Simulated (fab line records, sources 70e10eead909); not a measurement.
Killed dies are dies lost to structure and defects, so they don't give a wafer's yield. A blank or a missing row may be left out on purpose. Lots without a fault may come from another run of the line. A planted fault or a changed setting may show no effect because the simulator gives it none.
fab line records | flow nand_harc
record lots=12 wafers=36 last_day=33
route steps=1302 shown A_M0@1159 A_M1@1182 END@1302
lots that met no fault: from a run of the same line without faults
start_h: hours from the record's first day to the start of the lot's first wafer shown | wait_h: hours since the lot's step before | " the same as in the row above | L1.1+2: a row that stands for several wafers | - no value, or no start given | * or withheld: withheld | < > ~ a bound
route shown NAME@n: a module of which the file shows steps, and the number in the route of the first | usual: mean/standard deviation of fault-free wafers | same: alike in all rows | chamber/n: place in a boat | sites: the reading at each site | _std_site: their standard deviation | _edge_site: outer sites' mean less inner sites' | radius_mm: how far each site lies from the wafer's centre | mask NAME#n: copy n | behind: the tool/chamber that last shaped the wafer | hold: why the lot was held/for how many hours/how that ended | device: the transistor (n, p or np) that didn't switch | end of line: the same wafers' tests at the end of the route | a step without rows: its recipe alone | killed: dies lost to structure and defects at the first sort, not the wafer's yield | map: a wafer's dies, x killed, . not, _ none there
set.NAME: the setting as run; set.NAME@STEP: as run at that earlier step | model.NAME: the simulator's own value behind a step, which no gauge read
steps of the route over a sample of lots; a table a step, a row a wafer
services: from which hour (start_h, from the record's first day; less than 0 if before it) a tool's chamber was out of use, for how many hours, and why
## steps
# step NHARC_A_M0_PVD_21
# recipe target_thk_a=300 chamber_pressure_pa=5 power_w=5000 substrate_temp_c=30 time_s=20.49 material=Cu
# usual substrate_temp_c=30.01/0.096 throttle_valve_pct=30.0/0.95
# columns lot.wafer tool chamber start_h wait_h substrate_temp_c throttle_valve_pct
L630.2 pvd_sputter-03 - - - 29.85 30.9
L630.6 " - " " 29.93 30.0
L630.5 " - " " 30.15 31.1
L633.2 pvd_sputter-02 - - - 29.99 28.7
L633.1 " - " " 30.16 28.7
L633.5 " - " " 30.08 29.5
L631.2 pvd_sputter-03 - - - 30.01 29.1
L631.1 " - " " 30.02 30.6
L631.3 " - " " 30.12 29.9
L641.3 pvd_sputter-02 - - - 30.18 30.8
L641.1 " - " " 29.92 28.3
L641.6 " - " " 30.04 28.6
L643.1 pvd_sputter-02 - - - 29.92 28.8
L643.4 " - " " 29.95 30.2
L643.6 " - " " 30.13 28.9
L646.3 pvd_sputter-02 - - - 29.86 28.9
L646.1 " - " " 29.89 30.2
L646.6 " - " " 30.14 28.6
L644.1 pvd_sputter-03 - - - 29.89 29.7
L644.5 " - " " 30.03 31.4
L644.6 " - " " 29.93 30.0
L647.4 pvd_sputter-01 - - - 29.88 31.4
L647.2 " - " " 29.92 29.5
L647.6 " - " " 30.05 30.7
L649.3 pvd_sputter-01 - - - 30.00 30.2
L649.6 " - " " 29.95 30.6
L649.5 " - " " 30.14 31.7
L651.1 pvd_sputter-01 - - - 30.07 29.2
L651.5 " - " " 29.92 29.9
L651.6 " - " " 30.17 31.0
L652.1 pvd_sputter-02 - - - 29.94 31.5
L652.3 " - " " 30.08 29.1
L652.5 " - " " 29.93 31.5
L650.1 pvd_sputter-02 - - - 29.88 28.6
L650.4 " - " " 30.11 28.8
L650.5 " - " " 29.97 29.7
# step NHARC_A_M0_PRE_CLEAN_31
# recipe time_s=12 temp_c=370 rf_power_w=300 gas=NH3
# usual heater_power_w=625/92 rf_fwd_power_W=292.4/0.9
# columns lot.wafer tool chamber start_h wait_h heater_power_w rf_fwd_power_W
L630.2 pecvd-04 0 521.63 0.1 687 291.8
L630.5 " 0 " " 701 291.1
L630.6 " 1 " " 460 293.3
L633.1 pecvd-01 1 541.38 0.1 515 291.2
L633.2 " 2 " " 619 292.9
L633.5 " 2 " " 607 292.1
L631.2 pecvd-04 1 602.56 0.1 534 292.2
L631.3 " 2 " " 589 293.1
L631.1 " 0 " " 661 292.3
L641.3 pecvd-02 0 638.69 0.2 558 292.1
L641.1 " 2 " " 607 291.3
L641.6 " 1 " " 718 293.3
L643.1 pecvd-04 1 663.59 0.1 505 293.1
L643.4 " 0 " " 616 293.6
L643.6 " 1 " " 507 293.4
L646.3 pecvd-01 2 669.94 0.4 601 293.7
L646.1 " 1 " " 602 292.1
L646.6 " 0 " " 779 290.9
L644.1 pecvd-04 2 680.31 0.1 629 291.7
L644.6 " 2 " " 603 292.8
L644.5 " 1 " " 523 291.3
L647.2 pecvd-02 0 685.91 0.4 648 292.3
L647.6 " 1 " " 741 293.5
L647.4 " 2 " " 669 291.0
L649.3 pecvd-04 1 706.81 0.1 533 291.9
L649.6 " 0 " " 673 292.6
L649.5 " 1 " " 524 292.3
L651.1 pecvd-01 2 739.14 0.1 672 292.5
L651.5 " 2 " " 676 291.5
L651.6 " 0 " " 799 293.0
L652.3 pecvd-02 0 742.21 0.1 543 293.1
L652.1 " 1 " " 799 292.5
L652.5 " 2 " " 582 293.1
L650.1 pecvd-01 2 745.81 0.1 583 293.3
L650.5 " 2 " " 571 291.7
L650.4 " 1 " " 515 291.5
# step NHARC_A_M1_DESCUM_14
# recipe time_s=3 o2_flow_sccm=200 ar_flow_sccm=0 bias_power_w=0 chemistry=O2
# usual chamber_pressure_mTorr=59.99/0.18 drypump_motor_current_A=5.8/0.33 oes_product_au=1.000/0.0085 rf_vpp_V=58.0/0.99 showerhead_plenum_p_Torr=1.97/0.075 throttle_valve_pct=11.311/0.0087
# columns lot.wafer tool chamber start_h wait_h chamber_pressure_mTorr drypump_motor_current_A oes_product_au rf_hours_counter_h rf_vpp_V showerhead_plenum_p_Torr throttle_valve_pct
L630.2 rie_diel-03 0 523.14 0.1 59.94 5.0 1.002 2 58.6 2.04 11.313
L630.6 " 1 " " 60.07 5.8 1.001 - 57.5 2.02 11.313
L630.5 " 2 " " 59.98 5.4 0.991 - 56.4 1.81 11.317
L633.2 rie_diel-03 1 542.88 0.1 59.90 5.9 0.993 3 59.9 2.02 11.307
L633.1 " 0 " " 59.98 5.0 1.000 2 58.3 2.04 11.315
L633.5 " 2 " " 59.98 5.4 1.007 - 58.1 1.81 11.310
L631.2 rie_diel-03 3 604.11 0.1 60.00 5.9 0.999 5 59.4 2.00 11.310
L631.3 " 0 " " 60.10 5.0 0.999 5 59.1 2.04 11.294
L631.1 " 1 " " 60.02 5.9 1.009 5 58.8 2.02 11.307
L641.3 rie_diel-02 3 640.05 0.1 59.96 6.1 1.011 5 56.8 1.93 11.307
L641.1 " 0 " " 59.97 6.0 0.999 6 57.9 2.01 11.309
L641.6 " 2 " " 60.01 6.1 0.996 - 57.7 2.00 11.313
L643.1 rie_diel-03 0 665.07 0.1 60.05 5.0 1.004 0 58.6 2.04 11.292
L643.4 " 1 " " 60.14 5.8 1.015 0 57.3 2.02 11.313
L643.6 " 2 " " 59.96 5.4 1.007 - 56.7 1.80 11.307
L646.3 rie_diel-10 0 671.34 0.1 59.99 6.1 1.001 1 58.5 2.02 11.312
L646.1 " 3 " " 60.01 6.0 1.000 1 56.8 1.99 11.309
L646.6 " 1 " " 60.04 5.9 0.995 - 55.5 1.92 11.327
L644.1 rie_diel-10 1 681.73 0.1 59.99 5.9 0.996 1 59.5 1.92 11.312
L644.6 " 2 " " 60.08 5.8 0.995 - 59.8 2.06 11.309
L644.5 " 3 " " 59.98 5.9 0.987 - 56.8 1.99 11.313
L647.4 rie_diel-10 1 687.27 0.1 59.97 6.0 0.995 1 57.3 1.92 11.306
L647.2 " 2 " " 60.00 5.8 0.998 1 57.9 2.06 11.334
L647.6 " 1 " " 59.94 5.9 1.001 - 57.9 1.92 11.306
L649.3 rie_diel-10 2 708.29 0.1 59.98 5.8 1.023 1 58.0 2.06 11.317
L649.5 " 2 " " 60.07 5.8 1.021 - 57.9 2.06 11.318
L649.6 " 3 " " 57.93 6.0 1.012 - 55.9 1.99 11.319
L651.1 rie_diel-10 0 740.55 0.1 60.01 6.0 1.004 3 58.5 2.02 11.313
L651.5 " 1 " " 59.90 6.0 0.996 - 58.5 1.92 11.307
L651.6 " 2 " " 60.09 5.7 1.001 - 58.1 2.06 11.307
L652.3 rie_diel-02 0 743.61 0.1 60.01 6.0 1.003 10 58.6 2.00 11.298
L652.1 " 3 " " 60.05 6.1 1.010 11 57.1 1.93 11.326
L652.5 " 1 " " 60.06 6.1 1.008 - 57.5 1.92 11.308
L650.4 rie_diel-02 1 747.33 0.1 60.00 6.1 1.007 12 57.9 1.92 11.330
L650.1 " 2 " " 59.95 6.1 0.993 12 57.1 1.99 11.315
L650.5 " 1 " " 60.03 6.1 0.999 - 57.2 1.92 11.312
# step NHARC_A_M1_ETCH_15
# recipe target_depth_a=1825 time_s=91.2 c4f8_flow_sccm=withheld ar_flow_sccm=400 rf_w=600 bias_w=300 chemistry=C4F8/Ar
# usual chamber_pressure_mTorr=25.000/0.023 oes_product_au=0.952/0.023 rf_fwd_power_W=596.0/2.1 rf_vpp_V=442.7/2.3 run_length_s=112.6/0.39
# columns lot.wafer tool chamber start_h wait_h chamber_pressure_mTorr oes_product_au rf_fwd_power_W rf_hours_counter_h rf_vpp_V run_length_s
L630.2 rie_diel-03 1 523.30 - 25.008 0.927 598.5 2 443.8 113.2
L630.6 " 0 " " 24.963 0.930 594.0 - 445.2 112.3
L630.5 " 1 " " 25.006 0.924 596.1 - 444.8 113.4
L633.1 rie_diel-03 3 543.06 - 25.022 0.915 596.2 2 442.7 112.7
L633.2 " 1 " " 24.994 0.926 597.0 3 443.9 113.0
L633.5 " 3 " " 24.985 0.917 594.3 - 443.3 112.5
L631.2 rie_diel-03 1 604.28 - 24.996 0.986 597.8 5 443.3 113.0
L631.1 " 3 " " 25.012 0.969 596.3 5 444.7 112.5
L631.3 " 0 " " 24.982 0.950 594.3 5 443.3 112.5
L641.3 rie_diel-02 2 640.25 - 25.015 0.949 598.0 5 442.9 112.5
L641.1 " 0 " " 24.995 0.975 596.6 6 443.8 111.7
L641.6 " 3 " " 24.989 0.975 592.7 - 442.0 112.5
L643.4 rie_diel-03 0 665.29 - 24.987 0.960 - 0 443.6 102.4
L643.1 " 1 " " 25.049 0.969 597.0 0 443.5 113.0
L643.6 " 2 " " 24.999 0.937 596.1 - 436.8 112.8
L646.1 rie_diel-10 3 671.52 - 24.964 0.975 595.2 1 444.0 112.3
L646.3 " 1 " " 25.021 0.959 592.3 1 442.0 112.8
L646.6 " 2 " " 24.948 0.979 596.3 - 445.7 112.6
L644.1 rie_diel-10 1 681.89 - 24.999 0.906 595.0 1 441.7 113.1
L644.5 " 3 " " 25.025 0.931 595.6 - 443.0 112.3
L644.6 " 0 " " 24.954 0.934 594.9 - 443.8 112.3
L647.2 rie_diel-10 0 687.45 - 25.023 0.974 597.2 1 443.5 112.0
L647.4 " 2 " " 25.027 0.950 594.6 1 443.6 112.6
L647.6 " 0 " " 24.993 0.974 597.8 - 443.2 112.1
L649.3 rie_diel-10 0 708.48 - 24.992 0.950 596.2 2 443.6 112.0
L649.6 " 2 " " 25.018 0.945 596.3 - 446.0 112.9
L649.5 " 3 " " 24.999 0.933 599.7 - 442.8 112.2
L651.1 rie_diel-10 1 740.70 - 25.007 0.961 596.5 3 441.3 112.9
L651.6 " 1 " " 25.002 0.961 596.3 - 441.7 113.1
L651.5 " 2 " " 24.979 0.971 595.3 - 446.7 112.7
L652.3 rie_diel-02 1 743.79 - 25.005 0.918 595.2 12 440.2 112.4
L652.1 " 2 " " 25.014 0.919 598.0 12 443.1 113.3
L652.5 " 0 " " 25.014 0.919 594.4 - 443.3 111.9
L650.4 rie_diel-02 0 747.50 - 25.009 0.963 598.2 11 443.1 111.9
L650.1 " 3 " " 24.967 0.991 596.9 11 441.0 112.6
L650.5 " 0 " " 25.001 0.961 599.4 - 444.2 112.1
# step NHARC_END_SORT_01
# recipe temp_c=25
# usual defect_limited_yield=91/3.2 killed_at_array=55/22 killed_at_other=1.1/1.4 killed_at_periphery=4/3.2 killed_dies=59/22 killed_open=3.3/1.8 killed_short=2.5/1.5
# same gross_dies=677
# columns lot.wafer tool chamber start_h wait_h defect_limited_yield[%] killed_at_array killed_at_other killed_at_periphery killed_dies killed_open killed_short
L643.1 prober-01 0 705.01 2.5 91 52 2 5 59 5 2
L643.4 prober-01 0 707.42 3.4 86 92 0 6 98 1 3
L643.6 prober-01 0 709.03 4.0 91 51 1 12 64 5 0
# killed by level:class
L643.1 A_SLIT:chamber_film_flake=31 A_CHANNEL_HOLE_D1:chamber_film_flake=8 A_CONTACT:chamber_film_flake=3 P_CONTACT:chamber_film_flake=2 A_SGD_CUT:chamber_film_flake=2 A_M0:chamber_film_flake=2 P_GATE:geometric_particle:open=1 P_CONTACT:geometric_particle:open=1
L643.4 A_SLIT:chamber_film_flake=35 A_M1:area_etch=31 A_CHANNEL_HOLE_D1:chamber_film_flake=9 P_CONTACT:chamber_film_flake=4 A_CONTACT:chamber_film_flake=4 A_STAIRCASE:chamber_film_flake=3 P_ZERO_WELL:chamber_film_flake=2 A_ZERO_WELL:chamber_film_flake=2
L643.6 A_SLIT:chamber_film_flake=33 A_CHANNEL_HOLE_D1:chamber_film_flake=8 P_ZERO_WELL:chamber_film_flake=4 P_CONTACT:geometric_particle:open=3 P_CONTACT:chamber_film_flake=3 A_STAIRCASE:chamber_film_flake=3 A_CONTACT:chamber_film_flake=2 P_GATE:geometric_particle:open=1
## services
# columns tool chamber start_h hours kind
pecvd-04 - 530.24 1.7 repair
rie_diel-10 3 535.00 4.7 repair
rie_diel-10 2 539.60 7.2 repair
pecvd-02 0 562.56 5.1 repair
rie_diel-02 - 570.70 9.0 pm
pvd_sputter-02 - 586.09 2.2 repair
pecvd-01 - 588.60 0.9 repair
pecvd-01 - 594.35 3.7 repair
rie_diel-10 - 596.50 9.0 pm
pvd_sputter-02 - 613.83 4.1 repair
pecvd-01 0 626.42 19.4 repair
pecvd-04 - 631.31 13.0 pm
rie_diel-03 - 635.30 9.0 pm
rie_diel-02 1 635.45 14.8 repair
pvd_sputter-02 - 638.04 10.0 pm
pecvd-01 - 648.96 0.8 repair
rie_diel-10 0 671.68 3.9 repair
pecvd-01 - 673.93 13.0 pm
rie_diel-02 0 675.96 24.6 repair
rie_diel-02 3 687.55 3.8 repair
pvd_sputter-02 - 709.39 0.6 repair
pecvd-04 2 715.68 5.5 repair
pvd_sputter-02 - 730.03 7.6 repair
rie_diel-03 2 747.00 8.8 repair
## key
first_sign step=NHARC_A_M1_ETCH_15 reading=run_length_s direction=down sigmas=26 usual=* struck=*
effect none on later readings
met_at NHARC_A_M1_ETCH_15
struck_lots L643
struck_wafers L643.4
not_acting_at NHARC_A_M0_PVD_21,NHARC_A_M0_PRE_CLEAN_31,NHARC_A_M1_DESCUM_14
onset_between 604.28 665.29
fault kind=process_parameter_drift tool=rie_diel-03 chamber=0 onset_h=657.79 steps=NHARC_A_M1_ETCH_15 channel=time_s offset=* shape=step end_h=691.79 acts_in=* stated=*
